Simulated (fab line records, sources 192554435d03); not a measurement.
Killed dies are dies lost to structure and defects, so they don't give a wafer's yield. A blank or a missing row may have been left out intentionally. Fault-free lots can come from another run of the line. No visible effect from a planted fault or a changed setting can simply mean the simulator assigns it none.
Which of the tools did it? ; flow n5 finfet ; 9 lots with 27 wafers sampled at 5 steps, on a route of 1938 steps

== WHAT EACH GAUGE READ, for each wafer ==
N5_BEOL_M4_RS_MEAS_58: measurement is done with a four-point probe. Usual: M4_RS typically reads 0.68 ohm/sq, with standard deviation 0.036.
lot;measured;on;M4_RS (ohm/sq);flag
L604;day 7 17:34;film metro-01;0.72 0.66 0.74;
L605;day 8 04:51;film metro-02;0.71 0.72 0.70;
L606;day 9 00:14;film metro-01;0.74 0.65 0.67;
L607;day 9 04:45;film metro-02;0.68 0.67 0.65;
L608;day 9 12:22;film metro-02;0.69 0.70 0.65;
L609;day 9 14:28;film metro-01;0.69 0.64 0.64;
L617;day 11 10:16;film metro-02;0.71 0.70 0.75;
L621;day 11 20:53;film metro-01;0.65 0.64 0.67;
L624;day 13 21:18;film metro-02;0.62 0.63 0.61;

N5_BEOL_M4_RC_MEAS_101. Usual: DIBL_N 35.9 mV/V, standard deviation 1.4; DIBL_P 35.9 mV/V, standard deviation 1.7; IOFF_N 0.160 nA/um, standard deviation 0.026; IOFF_N_85C 3.1 nA/um, standard deviation 0.42; IOFF_N_LIN 0.074 nA/um, standard deviation 0.0096; IOFF_N_LONG 5.6e-05 nA/um, standard deviation 2.4e-06; IOFF_P 0.21 nA/um, standard deviation 0.036; ION_N 672 uA/um, standard deviation 11; ION_P 461 uA/um, standard deviation 8.1; SS_N 71.4 mV/dec, standard deviation 0.54; SS_P 73.2 mV/dec, standard deviation 0.67; VT_N 249.3 mV, standard deviation 2.7; VT_N_LONG 274.5 mV, standard deviation 1.7; VT_N_LVT 98.2 mV, standard deviation 2.6; VT_P -250 mV, standard deviation 3.9.
lot;measured;on;DIBL_N (mV/V);DIBL_P (mV/V);IOFF_N (nA/um);IOFF_N_85C (nA/um);IOFF_N_LIN (nA/um);IOFF_N_LONG (nA/um);IOFF_P (nA/um);ION_N (uA/um);ION_P (uA/um);SS_N (mV/dec);SS_P (mV/dec);VT_N (mV);VT_N_LONG (mV);VT_N_LVT (mV);VT_P (mV);flag
L604;day 7 17:38;prober-01;35.5 34.1 34.8;35.6 33.7 34.4;0.172 0.148 0.159;3.4 2.9 3.1;0.080 0.072 0.075;6.15e-05 6.01e-05 6.2e-05;0.26 0.23 0.24;685 678 681;473 478 474;71.3 71.3 71.0;73.5 73.0 72.9;250.0 248.9 248.9;276.3 272.9 273.8;95.7 97.7 96.4;-243 -246 -244;
L605;day 8 04:54;prober-01;34.3 38.8 36.5;33.6 39.7 35.2;0.129 0.233 0.155;2.6 4.2 3.0;0.063 0.101 0.070;5.53e-05 5.65e-05 5.45e-05;0.19 0.29 0.22;660 687 672;462 468 457;71.6 72.8 72.1;72.8 74.8 73.3;250.5 243.2 251.0;275.2 275.9 273.7;100.6 93.4 99.6;-248 -244 -247;
L606;day 9 00:26;prober-01;34.8 36.4 32.5;34.6 37.3 32.9;0.127 0.172 0.114;2.6 3.4 2.4;0.062 0.080 0.058;5.63e-05 5.86e-05 5.72e-05;0.20 0.26 0.19;660 683 669;460 474 470;71.4 71.5 70.7;71.7 73.3 72.3;253.8 250.2 250.5;273.4 274.9 273.8;100.2 95.6 100.7;-248 -246 -247;
L607;day 9 04:48;prober-02;36.3 38.0 36.7;36.2 39.1 35.7;0.161 0.208 0.169;3.1 3.9 3.3;0.076 0.094 0.076;5.72e-05 5.73e-05 5.72e-05;0.22 0.28 0.21;674 682 674;462 465 454;71.1 72.0 71.8;74.1 73.7 73.2;249.6 246.3 250.4;272.9 274.2 271.6;100.2 95.4 99.9;-247 -248 -247;
L608;day 9 12:25;prober-02;37.0 35.1 34.3;38.7 36.5 35.6;0.187 0.160 0.139;3.6 3.2 2.8;0.087 0.077 0.068;5.4e-05 5.67e-05 5.6e-05;0.24 0.20 0.18;680 680 673;455 468 459;72.2 71.6 71.5;74.2 73.1 73.1;246.1 248.8 249.6;275.7 273.2 274.1;96.8 97.2 100.0;-249 -253 -255;
L609;day 9 14:31;prober-01;37.4 37.1 35.0;35.6 36.0 33.4;0.178 0.178 0.136;3.4 3.4 2.7;0.079 0.078 0.063;5.45e-05 5.48e-05 5.43e-05;0.20 0.21 0.16;674 686 664;456 458 448;71.8 71.6 71.7;73.3 73.6 72.4;247.8 249.2 253.0;275.6 273.3 272.4;94.7 95.0 99.0;-255 -253 -255;
L617;day 11 10:28;prober-01;37.2 33.9 36.1;37.7 32.7 35.5;0.052 0.125 0.163;1.2 2.5 3.2;0.024 0.060 0.073;2.79e-05 5.47e-05 5.62e-05;0.26 0.18 0.21;599 672 674;476 458 461;71.4 71.0 71.4;73.8 72.8 73.1;281.1 253.8 249.0;312.3 275.8 275.8;130.5 101.5 96.8;-247 -249 -250;OFF
L621;day 11 21:24;prober-02;37.7 38.6 36.4;38.0 38.5 36.7;0.194 0.223 0.050;3.7 4.1 1.2;0.090 0.098 0.023;5.84e-05 5.82e-05 2.97e-05;0.29 0.30 0.26;690 675 601;478 467 474;71.5 71.7 71.2;73.4 74.1 72.9;245.4 243.9 280.4;274.8 273.9 311.9;93.6 93.0 131.1;-244 -244 -244;OFF
L624;day 13 21:21;prober-02;36.1 37.1 37.0;34.4 36.0 36.6;0.142 0.142 0.158;2.8 2.8 3.0;0.067 0.066 0.074;5.16e-05 4.89e-05 4.97e-05;0.15 0.17 0.18;664 643 674;450 441 450;70.9 71.9 71.8;72.8 73.1 73.2;249.5 253.3 248.2;277.1 275.1 276.5;96.9 97.5 96.4;-258 -254 -255;

== TOOL THAT RAN EACH LOT (tool first, then ch and the chambers of the sampled wafers, then the start) ==
lot;N5_HKMG_FIN_WET_ETCH_18;N5_BEOL_M4_SPUTTER_92;N5_BEOL_M4_SPUTTER_94
L604;wet bench-04 ch 0,2,6, day 4 08:46;pvd sputter-02, day 7 16:05;pvd sputter-02, day 7 16:19
L605;wet bench-06 ch 0,1,3, day 4 15:47;pvd sputter-01, day 8 03:21;pvd sputter-01, day 8 03:34
L606;wet bench-06 ch 1,3,6, day 4 17:56;pvd sputter-03, day 8 22:44;pvd sputter-03, day 8 22:57
L607;wet bench-01 ch 3,4,6, day 5 07:13;pvd sputter-01, day 9 03:16;pvd sputter-01, day 9 03:29
L608;wet bench-01 ch 1,2,5, day 5 11:26;pvd sputter-02, day 9 10:52;pvd sputter-02, day 9 11:05
L609;wet bench-04 ch 1,6,7, day 5 17:59;pvd sputter-02, day 9 12:58;pvd sputter-02, day 9 13:11
L617;wet bench-04 ch 2,4,6, day 7 10:25;pvd sputter-02, day 11 08:45;pvd sputter-02, day 11 08:58
L621;wet bench-04 ch 1,2,6, day 8 12:58;pvd sputter-02, day 11 19:24;pvd sputter-02, day 11 19:37
L624;wet bench-01 ch 0,2,7, day 9 11:41;pvd sputter-03, day 13 19:49;pvd sputter-03, day 13 20:02
- N5_HKMG_FIN_WET_ETCH_18: etches TiN in SC1, time 55 s, target depth 5.2 nm, rinse time 30 s.
- N5_BEOL_M4_SPUTTER_92: material Cu, target thk 4.5 nm, time 8.29 s.
- N5_BEOL_M4_SPUTTER_94: material Cu, target thk 4.5 nm, time 8.29 s.

== AS READ BY THE TOOLS THEMSELVES (means over the sampled wafers that have a number; for cases with no such wafer, the mark the record gives instead) ==
N5_HKMG_FIN_WET_ETCH_18. Usual: 214.3 for nh4oh flow mL min, sd 0.71.
lot;tool;nh4oh flow mL min;flag
L604;wet bench-04;214.0;
L605;wet bench-06;214.1;
L606;wet bench-06;214.2;
L607;wet bench-01;215.2;
L608;wet bench-01;214.8;
L609;wet bench-04;213.9;
L617;wet bench-04;214.1;
L621;wet bench-04;214.2;
L624;wet bench-01;214.0;

N5_BEOL_M4_SPUTTER_92. Usual: chamber pressure pa 0.07 Pa, standard deviation 0.00014; susceptor temp C -20.01 C, standard deviation 0.11; throttle valve pct 30.1 %, standard deviation 1.5.
lot;tool;chamber pressure pa (Pa);susceptor temp C (C);throttle valve pct (%);flag
L604;pvd sputter-02;0.07;-19.93;30.2;
L605;pvd sputter-01;0.07;-19.97;29.8;
L606;pvd sputter-03;0.07;-20.04;28.9;
L607;pvd sputter-01;0.07;-20.13;30.1;
L608;pvd sputter-02;0.07;-20.01;30.3;
L609;pvd sputter-02;0.07;-19.98;31.2;
L617;pvd sputter-02;0.07;-20.00;29.9;
L621;pvd sputter-02;0.07;-19.93;30.1;
L624;pvd sputter-03;0.07;-19.93;30.5;

N5_BEOL_M4_SPUTTER_94. Usual: chamber pressure pa 0.07001 Pa, standard deviation 0.00015; susceptor temp C -20.00 C, standard deviation 0.1; throttle valve pct 30.2 %, standard deviation 1.5.
lot;tool;chamber pressure pa (Pa);susceptor temp C (C);throttle valve pct (%);flag
L604;pvd sputter-02;0.06994;-19.88;30.1;
L605;pvd sputter-01;0.07003;-20.08;29.9;
L606;pvd sputter-03;0.06994;-20.04;28.9;
L607;pvd sputter-01;0.07008;-20.05;30.1;
L608;pvd sputter-02;0.07002;-20.05;30.4;
L609;pvd sputter-02;0.07000;-20.01;30.9;
L617;pvd sputter-02;0.07007;-19.96;29.8;
L621;pvd sputter-02;0.07013;-20.04;30.1;
L624;pvd sputter-03;0.06990;-19.98;30.3;

== THE ANSWER, worked out from the rows above alone ==
Rule: lot off if the mean of its wafers having a number is beyond 3 standard deviations from the usual mean. A lot without any number at a reading at which 4 lots or more have one is off too. The other lots that the step has rows for count as sound. Order of review: gauges by route order, followed by the tools' own readings, for which a lot's mean as printed above is used. At the first step where some lot is off, the reading lying furthest off is the one used; lots without a number count as furthest.
Off: L617, L621, at N5_BEOL_M4_RC_MEAS_101 (VT_N_LONG).
A tool fits if, at a process step before that reading, it ran every lot that is off, and no sound lot after the first of them. Those tools and the gauges at N5_BEOL_M4_RC_MEAS_101 are tried in the same way. This does not decide it: 2 tools fit, namely wet bench-04 at N5_HKMG_FIN_WET_ETCH_18 and pvd sputter-02 at N5_BEOL_M4_SPUTTER_92 and N5_BEOL_M4_SPUTTER_94.

== WHAT HAD BEEN PUT IN BY THE SIMULATOR ==
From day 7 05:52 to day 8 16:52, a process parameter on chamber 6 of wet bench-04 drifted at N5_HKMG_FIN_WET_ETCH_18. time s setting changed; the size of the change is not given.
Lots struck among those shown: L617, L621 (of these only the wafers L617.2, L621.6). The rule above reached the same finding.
